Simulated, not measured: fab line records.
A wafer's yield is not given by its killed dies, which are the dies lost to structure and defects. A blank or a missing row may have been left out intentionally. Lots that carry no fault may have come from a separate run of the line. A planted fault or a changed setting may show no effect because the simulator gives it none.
Problem report, 8D (eight disciplines) form, completed by code / flow nand harc / the parts of the form that need people (team, actions taken, sign-off) are left out

== 1. WHAT WENT WRONG ==
At NHARC_END_SORT_01, killed dies averages 147 over 6 wafers from 2 lots, while fault-free wafers read 54, standard deviation 17. Relative to the usual mean, that is a shift of +5.5 standard deviations.
Earliest sighting: wafer L213.2 on prober-01 at day 30 12:41. The record has a number at this step for 9 wafers belonging to 3 lots. The rule behind "out" and "out of limits": a value lying over 4 standard deviations away from the usual mean. The rest of the wafers with a number are treated as sound.

== 2. WHAT IT IS, WHAT IT ISN'T ==
question=which readings at this step; is=killed dies, killed at array; is not=killed at other, killed open, killed short
question=which lots; is=L213, L214; is not=L200
question=which wafers of those lots; is=all that have a number; is not=-
question=read on which gauges; is=prober-01, prober-02; is not=-
question=when; is=from day 30 12:41; is not=up to then (3 sound wafers)

== 3. WHAT RULES OUT EACH SUSPECT ==
Counting: a tool at any process step up to the reading remains a suspect when it ran all the lots that are out and ran no sound lot after the first of those.
- ruled out: the gauge at NHARC_END_SORT_01. The wafers that are out were read on 2 gauges (prober-01, prober-02).
- lpcvd poly-02 at NHARC_A_CHANNEL_FILL_D1_CVD_18 (deposits poly-Si, target thk 3 nm): kept. It processed each lot that is out, first L213 at day 15 23:31, and no sound lot thereafter; up to then, the last sound lot it processed was L200 at day 10 19:02.
The count leaves lpcvd poly-02 at NHARC_A_CHANNEL_FILL_D1_CVD_18.

== 4. THE CAUSE (what the simulator had put in) ==
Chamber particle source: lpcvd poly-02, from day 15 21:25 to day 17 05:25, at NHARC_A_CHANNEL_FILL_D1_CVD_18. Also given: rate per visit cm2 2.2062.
This tool alone remained once counting was done.

== 5. THE CHAIN OF EFFECTS, in route order ==
One row per reading whose mean, taken over the struck wafers that have a number, lies over 3 standard deviations from the usual. Only readings for which the record gives a usual standard deviation are gone through. hours: the time from each lot's start at the first step in this table that gives one to its start at this step, as a median over the lots. sigmas: the change in usual standard deviations.
hours=0; step=NHARC_END_SORT_01; reading=killed at array; usual=50; on struck wafers=142; change=+92; sigmas=+5.4
hours=0; step=NHARC_END_SORT_01; reading=killed dies; usual=54; on struck wafers=147; change=+93; sigmas=+5.5

== 6. HOW IT WOULD HAVE BEEN CAUGHT EARLIER ==
351 hours passed between the start of the fault at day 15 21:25 and the first reading out of limits at a measuring or inspecting step in this record, taken at day 30 12:41.
Of the tool readings at NHARC_A_CHANNEL_FILL_D1_CVD_18 for which the record gives a usual standard deviation, none was out on any struck wafer, so an alarm limit of 4 standard deviations on them would not have fired.
The start of NHARC_A_CHANNEL_FILL_D1_CVD_18 on lpcvd poly-02 came by day 30 12:41 for every one of the lots that are out (2). Holding the tool at that point would not have protected any of them.
